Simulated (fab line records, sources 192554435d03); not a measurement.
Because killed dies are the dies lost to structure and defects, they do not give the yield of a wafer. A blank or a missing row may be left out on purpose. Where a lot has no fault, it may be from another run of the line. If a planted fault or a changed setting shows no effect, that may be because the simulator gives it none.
fab line records ; flow n5_finfet ; part 1 of 2: steps 1 to 4 of 6
record: lots: 24; wafers: 72; last_day: 20
route steps=1938 shown BEOL_M5@1130 BEOL_M6@1197
lots with no fault: from the same line, run without faults
start_h: the number of hours between the record's first day and the start of the first shown wafer of the lot ; wait_h: time in hours since the lot's previous step ; " the same as in the row above ; L1.1+2: a row that stands for several wafers ; - either no value or no given start ; * or withheld: withheld ; < > ~ a bound
route shown NAME@n: names a module that has steps shown in the file, with the first one's number in the route ; usual: mean and standard deviation over wafers with no fault ; same: alike in all rows ; chamber/n: place in a boat ; sites: the reading at each site ; _std_site: their standard deviation ; _edge_site: inner sites' mean taken away from outer sites' mean ; radius_mm: for every site, how far away it sits from the centre of the wafer ; mask NAME#n: copy n ; behind: the tool/chamber that last shaped the wafer ; hold: what put the lot on hold/how long, in hours/how the hold closed ; device: which transistor (n, p or np) failed to switch ; end of line: tests run on the same wafers once the route is complete ; a step with no rows: only its recipe ; killed: dies lost to structure and defects at the first sort, not the wafer's yield ; map: per-die view of a wafer (x killed, . not killed, _ where there is no die)
set.NAME: setting as actually run; set.NAME@STEP: the setting as run at that earlier step ; model.NAME: the simulator's own value behind a step, which no gauge read
the route's steps for a sample of lots (tables are steps, rows are wafers)
services: when a tool's chamber went out of use (start_h, in hours from the record's first day, below 0 if earlier), for how many hours, and the reason
== steps ==
step: N5_BEOL_M5_ETCH_72
recipe: chemistry: N2/H2; target: underlayer; target_depth_a: 65; mask_material: CAR-EUV; time_s: 5.2; ion_energy_ev: 200; pressure_mtorr: 30; source_w: 840; bias_w: 150; n2_flow_sccm: 200; h2_flow_sccm: 200; ends: cleared
usual: drypump_motor_current_A: 6.0/0.51; etch_rf_on_time_s: 5.16/0.096; oes_product_au: 0.68/0.064; rf_vpp_V: 523.6/2.6; showerhead_plenum_p_Torr: 2.53/0.086; throttle_valve_pct: 18.00/0.18
lot.wafer;tool;chamber;start_h;wait_h;drypump_motor_current_A;etch_rf_on_time_s;oes_product_au;rf_hours_counter_h;rf_vpp_V;showerhead_plenum_p_Torr;throttle_valve_pct
L074.3;rie_diel-06;2;213.56;0.0;6.4;5.12;0.67;154;521.5;2.44;17.96
L074.4;rie_diel-06;1;213.56;0.0;5.2;5.29;0.57;248;523.3;2.60;18.03
L074.5;rie_diel-06;0;213.56;0.0;6.4;5.10;0.60;-;526.3;2.61;18.24
L075.2;rie_diel-03;3;246.99;0.0;5.4;5.18;0.73;59;525.0;2.58;17.93
L075.4;rie_diel-03;2;246.99;0.0;5.0;5.19;0.63;165;525.2;2.64;17.97
L075.6;rie_diel-03;2;246.99;0.0;5.0;5.23;0.64;-;526.4;2.64;17.91
L076.1;rie_diel-01;1;252.40;0.0;6.3;5.20;0.64;164;523.3;2.54;17.86
L076.4;rie_diel-01;3;252.40;0.0;6.0;5.06;0.79;-;520.7;2.48;17.88
L076.6;rie_diel-01;0;252.40;0.0;6.6;5.20;0.67;-;522.0;2.45;18.18
L077.1;rie_diel-01;3;255.52;0.0;6.0;5.13;0.78;28;522.6;2.48;17.84
L077.2;rie_diel-01;0;255.52;0.0;6.6;5.31;0.66;114;520.5;2.45;18.19
L077.5;rie_diel-01;3;255.52;0.0;6.0;5.14;0.76;-;524.3;2.48;17.87
L078.1;rie_diel-06;3;261.28;0.0;5.3;5.21;0.68;78;526.2;2.57;18.16
L078.3;rie_diel-06;1;261.28;0.0;5.2;5.10;0.83;4;524.0;2.60;17.64
L078.4;rie_diel-06;2;261.28;0.0;6.4;5.21;0.64;171;520.7;2.43;17.98
L080.1;rie_diel-01;3;269.77;0.0;6.0;5.09;0.77;33;521.9;2.48;17.85
L080.2;rie_diel-01;1;269.77;0.0;6.3;5.21;0.62;170;523.9;2.53;17.90
L080.5;rie_diel-01;2;269.77;0.0;6.4;5.04;0.74;-;528.8;2.70;18.13
L081.1;rie_diel-01;1;271.52;0.0;6.3;5.26;0.62;171;522.6;2.53;17.92
L081.3;rie_diel-01;3;271.52;0.0;6.0;5.07;0.76;34;521.9;2.48;17.86
L081.4;rie_diel-01;2;271.52;0.0;6.4;5.04;0.74;43;527.8;2.70;18.12
L082.3;rie_diel-01;3;279.11;0.0;6.0;5.07;0.77;35;522.7;2.48;17.86
L082.5;rie_diel-01;0;279.11;0.0;6.6;5.28;0.65;-;519.9;2.45;18.20
L082.6;rie_diel-01;3;279.11;0.0;6.0;5.08;0.76;-;522.2;2.48;17.88
L083.1;rie_diel-01;2;279.33;0.0;6.4;5.07;0.74;46;528.4;2.70;18.13
L083.5;rie_diel-01;2;279.33;0.0;6.4;5.05;0.73;-;528.4;2.70;18.15
L083.6;rie_diel-01;1;279.33;0.0;6.3;5.26;0.62;-;521.6;2.53;17.90
L084.3;rie_diel-01;2;283.64;0.0;6.4;5.04;0.74;47;526.3;2.70;18.15
L084.5;rie_diel-01;1;283.64;0.0;6.3;5.25;0.63;-;523.3;2.53;17.90
L084.6;rie_diel-01;2;283.64;0.0;6.4;5.03;0.74;-;529.4;2.70;18.12
L085.3;rie_diel-06;3;292.32;0.0;5.2;5.17;0.67;85;525.0;2.57;18.15
L085.4;rie_diel-06;1;292.32;0.0;5.2;5.05;0.79;-;525.7;2.60;17.60
L085.6;rie_diel-06;2;292.32;0.0;6.4;5.16;0.64;-;521.3;2.43;18.01
L086.2;rie_diel-06;1;298.57;0.0;5.2;5.09;0.79;14;525.6;2.60;17.61
L086.3;rie_diel-06;2;298.57;0.0;6.4;5.18;0.64;182;523.1;2.43;17.99
L086.6;rie_diel-06;2;298.57;0.0;6.4;5.23;0.63;-;521.7;2.43;18.01
L092.2;rie_diel-01;2;298.66;0.0;6.4;4.97;0.74;52;527.5;2.70;18.16
L092.3;rie_diel-01;0;298.66;0.0;6.6;5.21;0.65;128;521.6;2.45;18.19
L092.4;rie_diel-01;3;298.66;0.0;6.0;5.04;0.76;41;523.4;2.47;17.89
L088.3;rie_diel-03;1;313.16;0.0;6.1;5.12;0.61;185;518.5;2.43;17.67
L088.5;rie_diel-03;1;313.16;0.0;6.1;5.14;0.62;-;521.3;2.43;17.68
L088.6;rie_diel-03;0;313.16;0.0;5.5;5.29;0.58;-;523.6;2.50;18.12
L089.2;rie_diel-01;2;318.36;0.0;6.4;5.00;0.73;58;526.8;2.69;18.15
L089.4;rie_diel-01;0;318.36;0.0;6.7;5.25;0.64;135;520.7;2.44;18.21
L089.5;rie_diel-01;3;318.36;0.0;6.0;5.07;0.75;-;522.6;2.47;17.88
L087.3;rie_diel-03;1;318.38;0.0;6.1;5.20;0.61;186;521.2;2.42;17.72
L087.4;rie_diel-03;3;318.38;0.0;5.4;5.27;0.71;76;523.9;2.58;17.98
L087.6;rie_diel-03;0;318.38;0.0;5.5;5.30;0.59;-;523.5;2.50;18.14
L090.2;rie_diel-01;2;322.19;0.0;6.4;5.03;0.73;60;526.9;2.69;18.16
L090.4;rie_diel-01;3;322.19;0.0;6.0;5.11;0.75;49;524.8;2.47;17.90
L090.5;rie_diel-01;0;322.19;0.0;6.6;5.32;0.63;-;520.3;2.44;18.21
L091.1;rie_diel-01;1;326.89;0.0;6.3;5.27;0.61;188;520.3;2.52;17.93
L091.3;rie_diel-01;0;326.89;0.0;6.6;5.22;0.64;137;520.2;2.44;18.21
L091.4;rie_diel-01;2;326.89;0.0;6.4;5.02;0.71;60;527.8;2.69;18.15
L093.3;rie_diel-01;0;330.68;0.0;6.6;5.24;0.64;138;520.9;2.44;18.21
L093.5;rie_diel-01;0;330.68;0.0;6.6;5.21;0.64;-;520.9;2.44;18.21
L093.6;rie_diel-01;3;330.68;0.0;6.0;5.06;0.76;-;523.4;2.47;17.89
L079.1;rie_diel-01;1;351.19;0.0;6.3;5.21;0.62;195;522.0;2.52;17.94
L079.2;rie_diel-01;0;351.19;0.0;6.6;5.28;0.64;144;521.5;2.44;18.24
L079.6;rie_diel-01;2;351.19;0.0;6.4;5.04;0.71;-;528.2;2.69;18.18
L097.1;rie_diel-03;3;351.61;0.0;5.4;5.31;0.69;87;523.8;2.57;17.97
L097.2;rie_diel-03;1;351.61;0.0;6.1;5.18;0.60;196;520.4;2.42;17.72
L097.6;rie_diel-03;3;351.61;0.0;5.4;5.29;0.70;-;523.6;2.57;17.96
L096.1;rie_diel-06;0;361.04;0.0;6.4;5.02;0.77;19;524.6;2.60;17.92
L096.3;rie_diel-06;3;361.04;0.0;5.2;5.20;0.66;109;523.9;2.56;18.23
L096.6;rie_diel-06;1;361.04;0.0;5.2;5.06;0.76;-;524.1;2.59;17.67
L094.1;rie_diel-01;1;372.41;0.0;6.3;5.19;0.62;202;523.3;2.52;17.97
L094.2;rie_diel-01;3;372.41;0.0;6.0;5.13;0.72;64;521.4;2.47;17.92
L094.6;rie_diel-01;2;372.41;0.0;6.4;5.04;0.70;-;528.7;2.69;18.19
L095.1;rie_diel-06;2;376.22;0.0;6.4;5.18;0.62;208;522.2;2.42;18.06
L095.4;rie_diel-06;0;376.22;0.0;6.4;5.06;0.76;24;528.6;2.59;17.92
L095.6;rie_diel-06;2;376.22;0.0;6.5;5.23;0.62;-;518.9;2.42;18.03
step: N5_BEOL_M5_ETCH_61
recipe: chemistry: CF4; target: SiARC; target_depth_a: 156; mask_material: CAR-EUV; time_s: 26; ion_energy_ev: 80; pressure_mtorr: 40; source_w: 545; bias_w: 36; Ar_flow_sccm: 100; cf4_flow_sccm: 100; ends: cleared
usual: drypump_motor_current_A: 6.0/0.51; etch_rf_on_time_s: 25.9/0.48; oes_product_au: 0.68/0.064; rf_vpp_V: 184.0/1.2; showerhead_plenum_p_Torr: 2.14/0.068; throttle_valve_pct: 15.74/0.18
lot.wafer;tool;chamber;start_h;wait_h;drypump_motor_current_A;etch_rf_on_time_s;oes_product_au;rf_hours_counter_h;rf_vpp_V;showerhead_plenum_p_Torr;throttle_valve_pct
L074.3;rie_diel-06;2;213.57;0.0;6.4;26.4;0.65;154;182.2;2.06;15.68
L074.4;rie_diel-06;1;213.57;0.0;5.2;27.0;0.57;248;184.3;2.19;15.83
L074.5;rie_diel-06;0;213.57;0.0;6.4;26.1;0.60;-;184.9;2.21;16.00
L075.2;rie_diel-03;3;247.00;0.0;5.4;26.0;0.73;59;183.5;2.17;15.62
L075.4;rie_diel-03;2;247.00;0.0;5.0;26.3;0.64;165;184.6;2.22;15.74
L075.6;rie_diel-03;2;247.00;0.0;5.0;26.2;0.64;-;185.2;2.22;15.72
L076.1;rie_diel-01;1;252.42;0.0;6.3;26.3;0.63;164;184.2;2.14;15.67
L076.4;rie_diel-01;3;252.42;0.0;6.0;25.4;0.78;-;184.0;2.09;15.62
L076.6;rie_diel-01;0;252.42;0.0;6.6;26.4;0.66;-;183.6;2.07;15.95
L077.1;rie_diel-01;3;255.54;0.0;6.0;25.3;0.78;28;184.0;2.09;15.62
L077.2;rie_diel-01;0;255.54;0.0;6.6;26.0;0.67;114;184.5;2.07;15.94
L077.5;rie_diel-01;3;255.54;0.0;6.0;25.5;0.78;-;183.3;2.09;15.60
L078.1;rie_diel-06;3;261.30;0.0;5.2;25.8;0.68;78;183.2;2.16;15.81
L078.3;rie_diel-06;1;261.30;0.0;5.2;25.6;0.82;5;185.4;2.18;15.34
L078.4;rie_diel-06;2;261.30;0.0;6.4;25.8;0.64;171;184.0;2.06;15.71
L080.1;rie_diel-01;3;269.79;0.0;6.0;25.6;0.77;33;183.1;2.09;15.64
L080.2;rie_diel-01;1;269.79;0.0;6.2;26.3;0.63;170;184.8;2.14;15.66
L080.5;rie_diel-01;2;269.79;0.0;6.4;25.4;0.74;-;186.1;2.27;15.79
L081.1;rie_diel-01;1;271.54;0.0;6.2;26.1;0.63;171;184.0;2.13;15.67
L081.3;rie_diel-01;3;271.54;0.0;6.0;25.4;0.77;34;184.4;2.09;15.64
L081.4;rie_diel-01;2;271.54;0.0;6.4;24.9;0.75;43;186.6;2.27;15.79
L082.3;rie_diel-01;3;279.12;0.0;6.0;25.3;0.78;35;183.9;2.09;15.64
L082.5;rie_diel-01;0;279.12;0.0;6.6;26.4;0.65;-;183.9;2.07;15.98
L082.6;rie_diel-01;3;279.12;0.0;6.0;25.5;0.77;-;184.5;2.09;15.63
L083.1;rie_diel-01;2;279.35;0.0;6.4;25.2;0.74;46;185.6;2.27;15.80
L083.5;rie_diel-01;2;279.35;0.0;6.4;25.1;0.74;-;186.5;2.27;15.80
L083.6;rie_diel-01;1;279.35;0.0;6.2;26.2;0.63;-;183.4;2.14;15.67
L084.3;rie_diel-01;2;283.65;0.0;6.4;25.1;0.74;47;185.4;2.27;15.80
L084.5;rie_diel-01;1;283.65;0.0;6.2;26.1;0.62;-;182.7;2.13;15.68
L084.6;rie_diel-01;2;283.65;0.0;6.4;25.1;0.74;-;185.3;2.27;15.81
L085.3;rie_diel-06;3;292.34;0.0;5.2;25.9;0.68;85;184.6;2.16;15.82
L085.4;rie_diel-06;1;292.34;0.0;5.2;25.5;0.79;-;185.0;2.18;15.35
L085.6;rie_diel-06;2;292.34;0.0;6.4;25.8;0.64;-;183.9;2.05;15.74
L086.2;rie_diel-06;1;298.59;0.0;5.2;25.5;0.80;14;184.6;2.18;15.35
L086.3;rie_diel-06;2;298.59;0.0;6.4;25.9;0.64;182;182.0;2.05;15.75
L086.6;rie_diel-06;2;298.59;0.0;6.4;26.1;0.64;-;183.1;2.05;15.74
L092.2;rie_diel-01;2;298.67;0.0;6.4;25.1;0.74;52;186.0;2.26;15.80
L092.3;rie_diel-01;0;298.67;0.0;6.6;26.7;0.64;128;184.3;2.07;15.96
L092.4;rie_diel-01;3;298.67;0.0;6.0;25.5;0.76;41;183.9;2.09;15.66
L088.3;rie_diel-03;1;313.18;0.0;6.1;26.0;0.61;185;182.9;2.04;15.33
L088.5;rie_diel-03;1;313.18;0.0;6.1;25.7;0.61;-;183.5;2.04;15.33
L088.6;rie_diel-03;0;313.18;0.0;5.6;26.4;0.59;-;183.5;2.12;15.96
L089.2;rie_diel-01;2;318.38;0.0;6.4;25.3;0.72;59;186.1;2.26;15.82
L089.4;rie_diel-01;0;318.38;0.0;6.6;26.6;0.65;135;182.2;2.07;15.99
L089.5;rie_diel-01;3;318.38;0.0;6.0;25.7;0.75;-;183.7;2.09;15.66
L087.3;rie_diel-03;1;318.39;0.0;6.1;25.9;0.61;186;182.6;2.04;15.35
L087.4;rie_diel-03;3;318.39;0.0;5.4;26.3;0.71;76;184.4;2.16;15.65
L087.6;rie_diel-03;0;318.39;0.0;5.6;26.5;0.59;-;184.1;2.12;15.95
L090.2;rie_diel-01;2;322.21;0.0;6.4;25.4;0.72;60;185.2;2.26;15.81
L090.4;rie_diel-01;3;322.21;0.0;6.0;25.5;0.75;49;183.9;2.09;15.68
L090.5;rie_diel-01;0;322.21;0.0;6.6;26.7;0.64;-;183.2;2.06;16.00
L091.1;rie_diel-01;1;326.91;0.0;6.3;26.6;0.61;188;183.9;2.13;15.71
L091.3;rie_diel-01;0;326.91;0.0;6.7;26.6;0.64;137;182.3;2.06;16.00
L091.4;rie_diel-01;2;326.91;0.0;6.4;25.4;0.73;60;185.9;2.26;15.83
L093.3;rie_diel-01;0;330.70;0.0;6.6;26.2;0.65;138;183.4;2.06;15.98
L093.5;rie_diel-01;0;330.70;0.0;6.6;26.0;0.65;-;183.0;2.06;16.00
L093.6;rie_diel-01;3;330.70;0.0;6.0;25.2;0.75;-;181.9;2.09;15.67
L079.1;rie_diel-01;1;351.21;0.0;6.3;26.2;0.62;195;184.0;2.13;15.71
L079.2;rie_diel-01;0;351.21;0.0;6.7;26.3;0.64;144;184.1;2.06;16.00
L079.6;rie_diel-01;2;351.21;0.0;6.4;25.2;0.72;-;186.7;2.26;15.85
L097.1;rie_diel-03;3;351.63;0.0;5.4;26.5;0.71;87;183.0;2.16;15.66
L097.2;rie_diel-03;1;351.63;0.0;6.1;26.0;0.61;196;182.9;2.04;15.35
L097.6;rie_diel-03;3;351.63;0.0;5.4;26.4;0.70;-;185.4;2.16;15.68
L096.1;rie_diel-06;0;361.06;0.0;6.4;25.2;0.78;19;185.3;2.19;15.59
L096.3;rie_diel-06;3;361.06;0.0;5.2;25.8;0.65;109;184.5;2.15;15.87
L096.6;rie_diel-06;1;361.06;0.0;5.2;25.6;0.76;-;183.7;2.17;15.41
L094.1;rie_diel-01;1;372.43;0.0;6.3;25.8;0.62;202;184.4;2.13;15.72
L094.2;rie_diel-01;3;372.43;0.0;6.0;25.5;0.73;64;181.8;2.08;15.69
L094.6;rie_diel-01;2;372.43;0.0;6.4;25.0;0.71;-;185.1;2.26;15.86
L095.1;rie_diel-06;2;376.24;0.0;6.4;25.9;0.61;208;183.6;2.04;15.80
L095.4;rie_diel-06;0;376.24;0.0;6.4;25.6;0.76;24;184.8;2.19;15.62
L095.6;rie_diel-06;2;376.24;0.0;6.4;26.2;0.62;-;182.1;2.05;15.79
step: N5_BEOL_M5_INSPECT_30
recipe: mode: adi; inspect_instrument: brightfield
usual: raw_defect_count: 426/94
lot.wafer;tool;chamber;start_h;wait_h;raw_defect_count
L074.3;defect_inspect-01;-;216.24;0.0;452
L074.4;defect_inspect-01;-;216.24;0.0;754
L074.5;defect_inspect-01;-;216.24;0.0;600
L075.2;defect_inspect-02;-;248.49;0.0;471
L075.4;defect_inspect-02;-;248.49;0.0;314
L075.6;defect_inspect-02;-;248.49;0.0;340
L076.1;defect_inspect-02;-;254.15;0.1;402
L076.4;defect_inspect-02;-;254.15;0.1;406
L076.6;defect_inspect-02;-;254.15;0.1;297
L077.1;defect_inspect-01;-;258.32;0.1;393
L077.2;defect_inspect-01;-;258.32;0.1;585
L077.5;defect_inspect-01;-;258.32;0.1;426
L078.1;defect_inspect-02;-;264.51;0.1;437
L078.3;defect_inspect-02;-;264.51;0.1;544
L078.4;defect_inspect-02;-;264.51;0.1;501
L080.1;defect_inspect-01;-;270.79;0.1;529
L080.2;defect_inspect-01;-;270.79;0.1;526
L080.5;defect_inspect-01;-;270.79;0.1;403
L081.1;defect_inspect-02;-;274.50;0.1;472
L081.3;defect_inspect-02;-;274.50;0.1;484
L081.4;defect_inspect-02;-;274.50;0.1;407
L082.3;defect_inspect-02;-;279.90;0.0;405
L082.5;defect_inspect-02;-;279.90;0.0;453
L082.6;defect_inspect-02;-;279.90;0.0;495
L083.1;defect_inspect-02;-;280.15;0.1;466
L083.5;defect_inspect-02;-;280.15;0.1;433
L083.6;defect_inspect-02;-;280.15;0.1;504
L084.3;defect_inspect-01;-;286.16;0.0;447
L084.5;defect_inspect-01;-;286.16;0.0;425
L084.6;defect_inspect-01;-;286.16;0.0;545
L085.3;defect_inspect-01;-;295.07;0.0;390
L085.4;defect_inspect-01;-;295.07;0.0;642
L085.6;defect_inspect-01;-;295.07;0.0;375
L092.2;defect_inspect-02;-;299.59;0.0;319
L092.3;defect_inspect-02;-;299.59;0.0;393
L092.4;defect_inspect-02;-;299.59;0.0;473
L086.2;defect_inspect-02;-;299.93;0.0;388
L086.3;defect_inspect-02;-;299.93;0.0;343
L086.6;defect_inspect-02;-;299.93;0.0;295
L088.3;defect_inspect-01;-;316.52;0.0;411
L088.5;defect_inspect-01;-;316.52;0.0;524
L088.6;defect_inspect-01;-;316.52;0.0;609
L089.2;defect_inspect-01;-;321.08;0.0;439
L089.4;defect_inspect-01;-;321.08;0.0;522
L089.5;defect_inspect-01;-;321.08;0.0;519
L087.3;defect_inspect-01;-;322.53;0.0;379
L087.4;defect_inspect-01;-;322.53;0.0;562
L087.6;defect_inspect-01;-;322.53;0.0;434
L090.2;defect_inspect-01;-;323.04;0.0;350
L090.4;defect_inspect-01;-;323.04;0.0;297
L090.5;defect_inspect-01;-;323.04;0.0;271
L091.1;defect_inspect-01;-;328.74;0.1;401
L091.3;defect_inspect-01;-;328.74;0.1;382
L091.4;defect_inspect-01;-;328.74;0.1;375
L093.3;defect_inspect-02;-;331.84;0.0;290
L093.5;defect_inspect-02;-;331.84;0.0;408
L093.6;defect_inspect-02;-;331.84;0.0;425
L079.1;defect_inspect-02;-;353.39;0.1;357
L079.2;defect_inspect-02;-;353.39;0.1;423
L079.6;defect_inspect-02;-;353.39;0.1;537
L097.1;defect_inspect-02;-;353.57;0.1;323
L097.2;defect_inspect-02;-;353.57;0.1;262
L097.6;defect_inspect-02;-;353.57;0.1;329
L096.1;defect_inspect-01;-;362.32;0.1;415
L096.3;defect_inspect-01;-;362.32;0.1;330
L096.6;defect_inspect-01;-;362.32;0.1;343
L094.1;defect_inspect-02;-;373.32;0.1;539
L094.2;defect_inspect-02;-;373.32;0.1;428
L094.6;defect_inspect-02;-;373.32;0.1;370
L095.1;defect_inspect-01;-;379.52;0.1;567
L095.4;defect_inspect-01;-;379.52;0.1;497
L095.6;defect_inspect-01;-;379.52;0.1;262
step: N5_BEOL_M5_CO_CAP_78
recipe: material: Co; target_thk_a: 20; temp_c: 200; precursor: CCTBA/H2; pressure_torr: 30; time_s: 102.1
usual: chamber_pressure_Torr: 30.00/0.071; heater_power_w: 244/12
lot.wafer;tool;chamber;start_h;wait_h;chamber_pressure_Torr;heater_power_w
L074.3;cvd_co-02;1;223.49;0.0;29.97;238
L074.4;cvd_co-02;2;223.49;0.0;29.98;229
L074.5;cvd_co-02;0;223.49;0.0;30.02;258
L075.2;cvd_co-01;0;255.40;0.0;30.06;244
L075.4;cvd_co-01;0;255.40;0.0;29.94;246
L075.6;cvd_co-01;1;255.40;0.0;29.99;238
L076.1;cvd_co-02;0;261.13;0.0;29.89;257
L076.4;cvd_co-02;2;261.13;0.0;29.92;231
L076.6;cvd_co-02;1;261.13;0.0;29.99;241
L077.1;cvd_co-01;2;265.93;0.0;29.96;243
L077.2;cvd_co-01;1;265.93;0.0;30.01;243
L077.5;cvd_co-01;2;265.93;0.0;30.02;247
L078.1;cvd_co-02;0;271.69;0.0;29.99;259
L078.3;cvd_co-02;1;271.69;0.0;30.06;246
L078.4;cvd_co-02;0;271.69;0.0;30.11;262
L080.1;cvd_co-02;2;278.85;0.0;30.02;233
L080.2;cvd_co-02;1;278.85;0.0;29.94;250
L080.5;cvd_co-02;2;278.85;0.0;30.12;231
L081.1;cvd_co-01;1;283.52;0.0;30.00;244
L081.3;cvd_co-01;2;283.52;0.0;30.08;243
L081.4;cvd_co-01;1;283.52;0.0;29.97;241
L083.1;cvd_co-01;0;287.42;0.0;30.08;250
L083.5;cvd_co-01;1;287.42;0.0;30.05;250
L083.6;cvd_co-01;2;287.42;0.0;30.10;244
L082.3;cvd_co-02;0;287.88;0.0;30.04;258
L082.5;cvd_co-02;0;287.88;0.0;30.02;261
L082.6;cvd_co-02;2;287.88;0.0;30.10;232
L084.3;cvd_co-02;1;293.35;0.0;29.83;241
L084.5;cvd_co-02;1;293.35;0.0;29.89;240
L084.6;cvd_co-02;0;293.35;0.0;30.04;264
L085.3;cvd_co-01;1;302.30;0.0;29.99;241
L085.4;cvd_co-01;0;302.30;0.0;30.17;251
L085.6;cvd_co-01;1;302.30;0.0;30.01;247
L092.2;cvd_co-02;1;306.88;0.0;30.02;233
L092.3;cvd_co-02;2;306.88;0.0;29.95;231
L092.4;cvd_co-02;1;306.88;0.0;30.01;250
L086.2;cvd_co-01;1;307.74;0.0;30.03;242
L086.3;cvd_co-01;0;307.74;0.0;30.01;246
L086.6;cvd_co-01;1;307.74;0.0;29.94;245
L088.3;cvd_co-02;1;324.61;0.0;30.04;244
L088.5;cvd_co-02;0;324.61;0.0;30.02;260
L088.6;cvd_co-02;2;324.61;0.0;30.02;234
L089.2;cvd_co-01;1;328.70;0.0;30.14;245
L089.4;cvd_co-01;0;328.70;0.0;29.99;256
L089.5;cvd_co-01;1;328.70;0.0;30.01;247
L087.3;cvd_co-02;1;331.31;0.0;30.07;239
L087.4;cvd_co-02;0;331.31;0.0;30.00;261
L087.6;cvd_co-02;1;331.31;0.0;30.05;234
L090.2;cvd_co-02;2;332.60;0.0;29.91;232
L090.4;cvd_co-02;0;332.60;0.0;30.09;265
L090.5;cvd_co-02;2;332.60;0.0;30.12;235
L091.1;cvd_co-02;2;336.23;0.0;29.95;229
L091.3;cvd_co-02;0;336.23;0.0;29.96;270
L091.4;cvd_co-02;2;336.23;0.0;29.81;227
L093.3;cvd_co-01;0;340.01;0.0;29.98;254
L093.5;cvd_co-01;0;340.01;0.0;30.03;244
L093.6;cvd_co-01;1;340.01;0.0;30.08;243
L079.1;cvd_co-02;0;361.21;0.0;29.85;267
L079.2;cvd_co-02;2;361.21;0.0;30.04;230
L079.6;cvd_co-02;2;361.21;0.0;30.01;226
L097.1;cvd_co-02;2;362.31;0.0;29.97;226
L097.2;cvd_co-02;1;362.31;0.0;29.96;240
L097.6;cvd_co-02;2;362.31;0.0;29.95;231
L096.1;cvd_co-02;1;369.88;0.0;29.94;234
L096.3;cvd_co-02;2;369.88;0.0;29.99;238
L096.6;cvd_co-02;2;369.88;0.0;29.96;226
L094.1;cvd_co-02;1;381.34;0.0;29.94;237
L094.2;cvd_co-02;0;381.34;0.0;30.00;267
L094.6;cvd_co-02;1;381.34;0.0;29.96;235
L095.1;cvd_co-02;0;386.52;0.0;30.10;261
L095.4;cvd_co-02;1;386.52;0.0;29.97;242
L095.6;cvd_co-02;2;386.52;0.0;29.95;227
